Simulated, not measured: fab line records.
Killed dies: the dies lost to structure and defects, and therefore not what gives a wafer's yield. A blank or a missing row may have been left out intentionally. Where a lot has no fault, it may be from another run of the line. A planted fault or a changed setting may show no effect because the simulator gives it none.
Matching of chambers :: flow n5_finfet :: N5_FIN_SAQP_ETCH_65 on rie_si-02 has 4 sister chambers
The step etches SiO2 in CF4, target depth 4 nm, time 4.4 s. 4 wafers are shown with their chamber, then 7 later ones without.

== WAFERS PAIRED WITH THEIR CHAMBERS ==
wafer: L086.5
chamber: 3
drypump_motor_current_A (A): 5.6

wafer: L088.3
chamber: 1
drypump_motor_current_A (A): 5.2

wafer: L094.1
chamber: 0
drypump_motor_current_A (A): 5.3

wafer: L094.2
chamber: 2
drypump_motor_current_A (A): 5.8

== WAFERS WITHOUT THEIR CHAMBER ==
wafer: L094.6
drypump_motor_current_A (A): 5.3

wafer: L095.1
drypump_motor_current_A (A): 5.3

wafer: L095.3
drypump_motor_current_A (A): 5.6

wafer: L095.5
drypump_motor_current_A (A): 5.3

wafer: L096.1
drypump_motor_current_A (A): 5.5

wafer: L096.2
drypump_motor_current_A (A): 5.8

wafer: L096.3
drypump_motor_current_A (A): 5.3

== EACH ONE'S CHAMBER ==
wafer: L094.6
from the rows above: 0
in truth: 0

wafer: L095.1
from the rows above: 0
in truth: 0

wafer: L095.3
from the rows above: 3
in truth: 3

wafer: L095.5
from the rows above: 0
in truth: 0

wafer: L096.1
from the rows above: 3
in truth: 3

wafer: L096.2
from the rows above: 2
in truth: 2

wafer: L096.3
from the rows above: 0
in truth: 0
Placed correctly: 7 of 7. From these rows, 0 cannot be placed. Placed wrongly: 0.
How it was worked out, from the rows above alone: a wafer's distance from a chamber is the root of the sum, over the readings, of the square of ((its reading less the chamber's mean) divided by the reading's scatter). The wafer belongs to the nearest chamber; if the next one is less than 2 further off, it can't be placed. For every chamber, the mean is computed from those of its wafers that are shown. The scatter: root of mean squared gap, hidden wafer to nearest shown wafer, with one shown wafer a chamber.
